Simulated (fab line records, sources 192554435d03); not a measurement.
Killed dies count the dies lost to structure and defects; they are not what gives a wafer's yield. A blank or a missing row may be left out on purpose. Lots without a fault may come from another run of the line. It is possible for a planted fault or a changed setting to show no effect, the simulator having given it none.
Chamber matching -- flow n5-finfet -- N5_BEOL_M0_SAQP_CUT_ETCH_46 on rie-diel-03 has 4 sister chambers
The step etches SOC in N2/H2, target depth 135 nm, overetch 27 nm, time 202.5 s. 4 wafers are shown with their chamber, then 9 later ones without.

== WAFERS, EACH WITH ITS CHAMBER ==
wafer,chamber,drypump-motor-current-A (A)
L086.2,0,4.7
L088.1,1,6.0
L088.2,3,5.5
L088.4,2,5.3

== WAFERS WITHOUT THEIR CHAMBER ==
wafer,drypump-motor-current-A (A)
L089.2,6.1
L089.3,5.3
L089.5,5.3
L094.1,4.7
L094.2,5.5
L094.3,6.0
L097.1,6.0
L097.2,5.5
L097.5,5.3

== THE CHAMBER EACH PASSED THROUGH ==
wafer,from the rows above,in truth
L089.2,1,1
L089.3,2,2
L089.5,2,2
L094.1,0,0
L094.2,3,3
L094.3,1,1
L097.1,1,1
L097.2,3,3
L097.5,2,2
Correct placement for 9 of the 9. Left unplaced by these rows: 0. Placed wrongly: 0.
How it was worked out, from the rows above alone: a wafer's distance from a chamber is the root of the sum, over the readings, of the square of ((its reading less the chamber's mean) divided by the reading's scatter). If the next closest chamber is less than 2 further off than the closest, the wafer can't be placed; otherwise it belongs to the closest. A chamber's mean is the mean of its shown wafers. The scatter: root of mean squared gap, hidden wafer to nearest shown wafer, with one shown wafer a chamber.
